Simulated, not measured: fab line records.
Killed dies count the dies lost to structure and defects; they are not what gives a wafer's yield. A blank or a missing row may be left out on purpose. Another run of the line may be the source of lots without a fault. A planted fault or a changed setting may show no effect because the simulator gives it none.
Which tool did it? / flow nandHarc / 14 lots, 42 wafers sampled, at 5 steps of a route of 1302

## WHAT EACH GAUGE READ, for each wafer
NHARC_THIN_TSV_CD_MEAS_12 targets a cd of 1000 nm.
lot=L240; measured=day 23 16:35; on=cdSem-01; cdNm (nm)=1002.2 1004.0 1001.7
lot=L243; measured=day 24 11:36; on=cdSem-03; cdNm (nm)=1001.1 1001.6 1001.8
lot=L244; measured=day 25 08:10; on=cdSem-03; cdNm (nm)=1001.7 1002.5 1001.0
lot=L245; measured=day 25 09:22; on=cdSem-03; cdNm (nm)=1000.0 1000.1 999.1
lot=L247; measured=day 26 02:58; on=cdSem-01; cdNm (nm)=999.5 999.5 1003.2
lot=L246; measured=day 26 04:11; on=cdSem-03; cdNm (nm)=1002.8 1003.9 1002.8
lot=L248; measured=day 26 21:11; on=cdSem-03; cdNm (nm)=1003.7 1003.1 1000.7
lot=L251; measured=day 27 20:48; on=cdSem-02; cdNm (nm)=1001.5 1005.0 1000.6
lot=L253; measured=day 29 02:02; on=cdSem-01; cdNm (nm)=1001.7 1003.2 1003.2
lot=L255; measured=day 29 22:46; on=cdSem-01; cdNm (nm)=1002.8 1004.9 1002.6
lot=L258; measured=day 30 10:24; on=cdSem-02; cdNm (nm)=998.8 1002.6 1001.4
lot=L260; measured=day 32 02:26; on=cdSem-02; cdNm (nm)=1001.2 1001.3 1000.5
lot=L261; measured=day 32 11:38; on=cdSem-02; cdNm (nm)=1000.6 998.4 999.4
lot=L262; measured=day 33 10:46; on=cdSem-03; cdNm (nm)=1003.0 1003.9 1001.5

NHARC_END_SORT_01.
lot=L248; measured=day 27 12:47; on=prober-01; killedAtArray=51 58 49; killedAtOther=2 0 1; killedAtPeriphery=0 2 0; killedDies=53 60 50; killedOpen=2 3 2; killedShort=0 6 2
lot=L251; measured=day 28 13:14; on=prober-01; killedAtArray=41 31 44; killedAtOther=2 0 0; killedAtPeriphery=3 0 5; killedDies=46 31 49; killedOpen=3 1 4; killedShort=6 2 2
lot=L253; measured=day 29 15:41; on=prober-01; killedAtArray=112 128 129; killedAtOther=0 1 1; killedAtPeriphery=3 5 5; killedDies=115 134 135; killedOpen=2 5 0; killedShort=0 4 1
lot=L255; measured=day 30 14:55; on=prober-02; killedAtArray=160 155 149; killedAtOther=1 1 0; killedAtPeriphery=1 1 4; killedDies=162 157 153; killedOpen=1 2 7; killedShort=4 1 1

## EACH LOT AND THE TOOL THAT RAN IT (in order: tool; ch and the chambers of the sampled wafers; start)
lot=L240; NHARC_A_CONTACT_ETCH_114=harCapEtch-01 ch 0,1, day 21 08:49; NHARC_THIN_TSV_ETCH_15=rieSi-01 ch 1,2, day 23 17:25; NHARC_THIN_TSV_PRE_CLEAN_54=pvdSputter-02, day 23 21:25
lot=L243; NHARC_A_CONTACT_ETCH_114=harCapEtch-02 ch 1, day 22 00:25; NHARC_THIN_TSV_ETCH_15=rieSi-04 ch 1,2, day 24 12:25; NHARC_THIN_TSV_PRE_CLEAN_54=pvdSputter-03, day 24 16:32
lot=L244; NHARC_A_CONTACT_ETCH_114=harCapEtch-01 ch 0,1, day 23 00:49; NHARC_THIN_TSV_ETCH_15=rieSi-04 ch 0,2,3, day 25 08:59; NHARC_THIN_TSV_PRE_CLEAN_54=pvdSputter-02, day 25 13:01
lot=L245; NHARC_A_CONTACT_ETCH_114=harCapEtch-03 ch 0,1, day 23 04:16; NHARC_THIN_TSV_ETCH_15=rieSi-02 ch 0,1,2, day 25 10:11; NHARC_THIN_TSV_PRE_CLEAN_54=pvdSputter-02, day 25 14:12
lot=L247; NHARC_A_CONTACT_ETCH_114=harCapEtch-02 ch 0,1, day 23 19:47; NHARC_THIN_TSV_ETCH_15=rieSi-01 ch 0,1,2, day 26 03:48; NHARC_THIN_TSV_PRE_CLEAN_54=pvdSputter-02, day 26 07:49
lot=L246; NHARC_A_CONTACT_ETCH_114=harCapEtch-03 ch 0,1, day 23 21:23; NHARC_THIN_TSV_ETCH_15=rieSi-04 ch 1,2, day 26 05:00; NHARC_THIN_TSV_PRE_CLEAN_54=pvdSputter-03, day 26 09:02
lot=L248; NHARC_A_CONTACT_ETCH_114=harCapEtch-03 ch 0,1, day 24 16:03; NHARC_THIN_TSV_ETCH_15=rieSi-01 ch 1,2,3, day 26 22:01; NHARC_THIN_TSV_PRE_CLEAN_54=pvdSputter-01, day 27 02:06
lot=L251; NHARC_A_CONTACT_ETCH_114=harCapEtch-03 ch 0,1, day 25 17:21; NHARC_THIN_TSV_ETCH_15=rieSi-01 ch 0,1,3, day 27 21:39; NHARC_THIN_TSV_PRE_CLEAN_54=pvdSputter-03, day 28 01:40
lot=L253; NHARC_A_CONTACT_ETCH_114=harCapEtch-03 ch 0,1, day 26 23:47; NHARC_THIN_TSV_ETCH_15=rieSi-02 ch 0,2,3, day 29 02:53; NHARC_THIN_TSV_PRE_CLEAN_54=pvdSputter-01, day 29 06:52
lot=L255; NHARC_A_CONTACT_ETCH_114=harCapEtch-03 ch 1, day 27 13:07; NHARC_THIN_TSV_ETCH_15=rieSi-04 ch 0,1,3, day 29 23:35; NHARC_THIN_TSV_PRE_CLEAN_54=pvdSputter-03, day 30 03:47
lot=L258; NHARC_A_CONTACT_ETCH_114=harCapEtch-01 ch 1, day 27 23:43; NHARC_THIN_TSV_ETCH_15=rieSi-01 ch 1,3, day 30 11:14; NHARC_THIN_TSV_PRE_CLEAN_54=pvdSputter-01, day 30 15:18
lot=L260; NHARC_A_CONTACT_ETCH_114=harCapEtch-03 ch 0,1, day 29 16:20; NHARC_THIN_TSV_ETCH_15=rieSi-01 ch 1,2, day 32 03:15; NHARC_THIN_TSV_PRE_CLEAN_54=pvdSputter-01, day 32 07:16
lot=L261; NHARC_A_CONTACT_ETCH_114=harCapEtch-01 ch 0,1, day 30 01:54; NHARC_THIN_TSV_ETCH_15=rieSi-01 ch 2,3, day 32 12:26; NHARC_THIN_TSV_PRE_CLEAN_54=pvdSputter-03, day 32 16:47
lot=L262; NHARC_A_CONTACT_ETCH_114=harCapEtch-03 ch 0,1, day 31 03:05; NHARC_THIN_TSV_ETCH_15=rieSi-04 ch 0,1,2, day 33 11:36; NHARC_THIN_TSV_PRE_CLEAN_54=pvdSputter-03, day 33 15:37
- NHARC_A_CONTACT_ETCH_114: etches the open film in C4F8/O2/Ar, time 190 s, target depth 1850 nm.
- NHARC_THIN_TSV_ETCH_15: target depth 3000 nm, bosch target overetch cycles 2, bosch etch step 2.8 s.
- NHARC_THIN_TSV_PRE_CLEAN_54: time 30 s.

## WHAT THE TOOLS THEMSELVES READ (means of the sampled wafers that have a number; where no wafer has one, the mark that the record gives instead)
NHARC_THIN_TSV_ETCH_15.
lot=L240; tool=rieSi-01; drypumpMotorCurrentA (A)=6.8
lot=L243; tool=rieSi-04; drypumpMotorCurrentA (A)=5.8
lot=L244; tool=rieSi-04; drypumpMotorCurrentA (A)=5.7
lot=L245; tool=rieSi-02; drypumpMotorCurrentA (A)=5.7
lot=L247; tool=rieSi-01; drypumpMotorCurrentA (A)=6.6
lot=L246; tool=rieSi-04; drypumpMotorCurrentA (A)=5.8
lot=L248; tool=rieSi-01; drypumpMotorCurrentA (A)=6.4
lot=L251; tool=rieSi-01; drypumpMotorCurrentA (A)=6.2
lot=L253; tool=rieSi-02; drypumpMotorCurrentA (A)=6.0
lot=L255; tool=rieSi-04; drypumpMotorCurrentA (A)=5.7
lot=L258; tool=rieSi-01; drypumpMotorCurrentA (A)=6.3
lot=L260; tool=rieSi-01; drypumpMotorCurrentA (A)=6.8
lot=L261; tool=rieSi-01; drypumpMotorCurrentA (A)=5.9
lot=L262; tool=rieSi-04; drypumpMotorCurrentA (A)=5.6

NHARC_THIN_TSV_PRE_CLEAN_54.
lot=L240; tool=pvdSputter-02; heaterPowerW (W)=366
lot=L243; tool=pvdSputter-03; heaterPowerW (W)=424
lot=L244; tool=pvdSputter-02; heaterPowerW (W)=385
lot=L245; tool=pvdSputter-02; heaterPowerW (W)=365
lot=L247; tool=pvdSputter-02; heaterPowerW (W)=362
lot=L246; tool=pvdSputter-03; heaterPowerW (W)=425
lot=L248; tool=pvdSputter-01; heaterPowerW (W)=361
lot=L251; tool=pvdSputter-03; heaterPowerW (W)=391
lot=L253; tool=pvdSputter-01; heaterPowerW (W)=352
lot=L255; tool=pvdSputter-03; heaterPowerW (W)=397
lot=L258; tool=pvdSputter-01; heaterPowerW (W)=368
lot=L260; tool=pvdSputter-01; heaterPowerW (W)=369
lot=L261; tool=pvdSputter-03; heaterPowerW (W)=391
lot=L262; tool=pvdSputter-03; heaterPowerW (W)=396

## THE ANSWER, worked out from the rows above alone
Rule: the lots themselves supply what counts as usual. The widest of any qualifying gaps counts: lots, ordered by their means at a reading, are off when they make up no more than a third of the lots, leave a main group of 4 or more, and stand apart from it by 3 or more times the standard deviation of that group's means. If all means in a main group match to the digits the tables above print for the reading, that group is not used. Also off: a lot with no number at a reading for which 4 or more lots have one. All remaining lots with rows at the step are treated as sound. First the gauges in route order, then the tools' own readings, where a lot's mean is used as printed above. At the first step where some lot is off, the reading lying furthest off is the one used; lots without a number count as furthest.
None of the lots is off at any reading shown; this tells nothing.

## WHAT THE SIMULATOR HAD PUT IN
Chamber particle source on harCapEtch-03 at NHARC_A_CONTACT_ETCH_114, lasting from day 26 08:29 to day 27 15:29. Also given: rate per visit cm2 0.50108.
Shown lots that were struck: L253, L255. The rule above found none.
